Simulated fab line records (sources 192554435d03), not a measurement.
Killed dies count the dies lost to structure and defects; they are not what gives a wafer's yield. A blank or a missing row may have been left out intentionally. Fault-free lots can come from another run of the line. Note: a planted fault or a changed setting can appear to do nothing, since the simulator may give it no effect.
Comparing a struck lot with a sound one :: flow n5Finfet :: 41 steps out of a route of 1938
Sound: the wafers L730.1, L730.2, L730.6. Struck: wafer L724.6; the same lot's L724.1 was not struck, so it is left out; see the end for the cause.
Each step with rows lists, per side, the tool, then ch with its chambers, then its first start. Under that, the readings that differ: sound wafers :: struck wafers :: difference of the means :: sigmas: that difference in standard deviations of wafers without a fault.
alike: readings whose means differ by less than 2 such deviations, and words and numbers that are the same on both sides. not compared: withheld readings, readings that some wafer has no value for, bounds like >300 that may hide the same value, and numbers for which the record gives no deviation and whose values overlap.
A row with sigmas, a row that says differs or no value, or rows on one side alone: a step with any of these is where the two part. Numbers that don't overlap but have no deviation are shown without sigmas and don't part them. A reading that every wafer of one side lacks parts them only if that side has two wafers or more.

first, 9 steps without rows for these wafers: N5_BEOL_M4_ANNEAL_95 (time 240 s); N5_BEOL_M4_SPUTTER_96 (material Cu, target thk 4.5 nm, time 8.29 s); N5_BEOL_M4_ECD_50 (material Cu, target thk 300 nm); N5_BEOL_M4_ANNEAL_51 (time 90 s); N5_BEOL_M4_CMP_52 (polishes, stops on SiOC, t overpolish 6.8 s, target thk 40 nm); N5_BEOL_M4_PRE_CLEAN_60 (time 15 s); N5_BEOL_M4_CO_CAP_55 (material Co, precursor CCTBA/H2, target thk 2 nm, time 102.1 s); N5_BEOL_M4_PRE_CLEAN_56 (time 15 s); N5_BEOL_M4_DEP_57 (deposits SiCN from 3MS/NH3, target thk 8 nm, time 14 s).
N5_BEOL_M4_RC_MEAS_101:
  sound on prober-01 ch 0, day 13 03:00; struck on prober-02 ch 0, day 11 17:17
reading: SS_P (mV/dec)
sound: 74.4 75.3 74.0
struck: 73.1
difference: -1.5
sigmas: -2

reading: VT_P (mV)
sound: -247 -245 -247
struck: -254
difference: -8
sigmas: -2
  alike: DIBL_N, DIBL_P, IOFF_N, IOFF_P, ION_N, ION_P, SS_N, VT_N
then, 24 steps without rows for these wafers: N5_BEOL_M5_ILD_DEP_00 (deposits SiCOH lowk from DEMS/porogen, target thk 140.64 nm, time 25.9 s); N5_BEOL_M5_CURE_79 (cures SiCOH lowk, time 240 s); N5_BEOL_M5_PECVD_70 (deposits SiO2 from TEOS/O2, target thk 16 nm, time 18 s); N5_BEOL_M5_HM_DEP_02 (deposits TiN, target thk 20 nm); N5_BEOL_M5_COAT_59 (time 60 s, resist thk 60 nm); N5_BEOL_M5_COAT_60 (time 60 s, resist thk 12 nm); N5_BEOL_M5_COAT_71 (time 60 s, resist thk 5 nm); N5_BEOL_M5_COAT_05 (resist thk 30 nm); N5_BEOL_M5_EBR_07; N5_BEOL_M5_SOFTBAKE_06 (time 60 s); N5_BEOL_M5_EXPOSE_08 (exposes mask M5, target cd 28 nm); N5_BEOL_M5_PEB_09 (peb time 60 s); N5_BEOL_M5_DEVELOP_10 (develop time 30 s); N5_BEOL_M5_DESCUM_16 (chemistry O2, time 7 s); N5_BEOL_M5_ETCH_72 (etches underlayer in N2/H2, target depth 6.5 nm, time 5.2 s); N5_BEOL_M5_ETCH_61 (etches SiARC in CF4, target depth 15.6 nm, time 26 s); N5_BEOL_M5_ETCH_62 (etches SOC in N2/H2, target depth 75 nm, overetch 15 nm, time 112.5 s); N5_BEOL_M5_STRIP_63 (strips in N2/H2); N5_BEOL_M5_STRIP_73 (strips in N2/H2); N5_BEOL_M5_STRIP_64 (strips in CF4); N5_BEOL_M5_HM_OPEN_17 (chemistry Cl2/BCl3, target TiN, target depth 20 nm, overetch 6 nm); N5_BEOL_M5_STRIP_19 (strips in O2); N5_BEOL_M5_COAT_65 (time 60 s, resist thk 60 nm); N5_BEOL_M5_COAT_66 (time 60 s, resist thk 12 nm).
-- the record jumps here: 3 days lie between the struck wafers' starts before and after (it left off in module BEOL_M5 and takes up again in module BEOL_M11, whose first step shown is number 1554 of the route) --
N5_BEOL_M11_ETCH_62: etches SOC in N2/H2, target depth 110 nm, overetch 22 nm, time 165 s.
  sound on rieDiel-01 ch 0,1,3, day 16 01:42; struck on rieDiel-06 ch 1, day 14 13:48
reading: oesProductAu (a.u.)
sound: 0.68 0.58 0.58
struck: 0.86
difference: +0.25
sigmas: +4

reading: rfVppV (V)
sound: 520.6 522.0 520.8
struck: 526.0
difference: +4.9
sigmas: +2

reading: model.etch.depthNm (nm)
sound: 99.91 99.91 100.3
struck: 95.65
difference: -4.39
sigmas: 

reading: model.SiARC_of_BEOL_M11_COAT_60.thkNm (nm)
sound: 23.4 23.6 23.2
struck: 25.4
difference: +2.0
sigmas: 

reading: model.BEOL_M11.cdOffsetNm (nm)
sound: 0.4 0.4 0.2
struck: -0.6
difference: -0.9
sigmas: 
  alike: drypumpMotorCurrentA, showerheadPlenumPTorr, throttleValvePct
  not compared: rfFwdPowerW, rfHoursCounterH
N5_BEOL_M11_HM_OPEN_17: chemistry Cl2/BCl3, target TiN, target depth 20 nm, overetch 6 nm.
  sound on rieMetal-02 ch 0,1, day 16 01:53; struck on rieMetal-02 ch 0, day 14 13:59
reading: model.BEOL_M11.cdOffsetNm (nm)
sound: 0.2 0.6 0
struck: -0.8
difference: -1.1
sigmas: 
  alike: drypumpMotorCurrentA, oes_ar_750_au, oesProductAu, rfFwdPowerW, throttleValvePct
  not compared: rfHoursCounterH
N5_BEOL_M11_CD_MEAS_18: pitch 140 nm, target cd 70 nm.
  struck on cdSem-03, day 14 14:16; sound on cdSem-03, day 16 02:04
  not compared: cdNm
N5_BEOL_M11_VIA_ETCH_34: etches SiCOH lowk in C4F6/O2, target depth 184.5 nm, time 69.2 s.
  sound on rieDiel-06 ch 0,1,3, day 16 03:58; struck on rieDiel-06 ch 3, day 14 17:44
reading: oesProductAu (a.u.)
sound: 0.84 0.70 0.84
struck: 0.36
difference: -0.43
sigmas: -6
  alike: drypumpMotorCurrentA, oes_ar_750_au, oes_f_703_au, rfFwdPowerW, rfVppV, showerheadPlenumPTorr, throttleValvePct
  not compared: rfHoursCounterH
N5_BEOL_M11_OCD_MEAS_38:
  struck on ocd-02, day 14 18:02; sound on ocd-02, day 16 04:15
reading: trenchDepthNm (nm)
sound: 153 142 149
struck: 25
difference: -123
sigmas: -40
N5_BEOL_M11_CD_MEAS_35: the cd target is 70 nm.
  struck on cdSem-03, day 14 18:11; sound on cdSem-03, day 16 04:24
  not compared: cdNm
-- the record jumps here: 2 days lie between the struck wafers' starts before and after (it left off in module BEOL_M11 and takes up again in module PASSIVATION, whose first step shown is number 1936 of the route) --
N5_PASSIVATION_PROBE_49:
  only the struck wafers here have rows in the record (prober-01, day 17 05:51); the sound ones have none

WHERE THEY PART
First at N5_BEOL_M4_RC_MEAS_101; last, within this record, at N5_PASSIVATION_PROBE_49.

WHY: whatever the simulator had introduced
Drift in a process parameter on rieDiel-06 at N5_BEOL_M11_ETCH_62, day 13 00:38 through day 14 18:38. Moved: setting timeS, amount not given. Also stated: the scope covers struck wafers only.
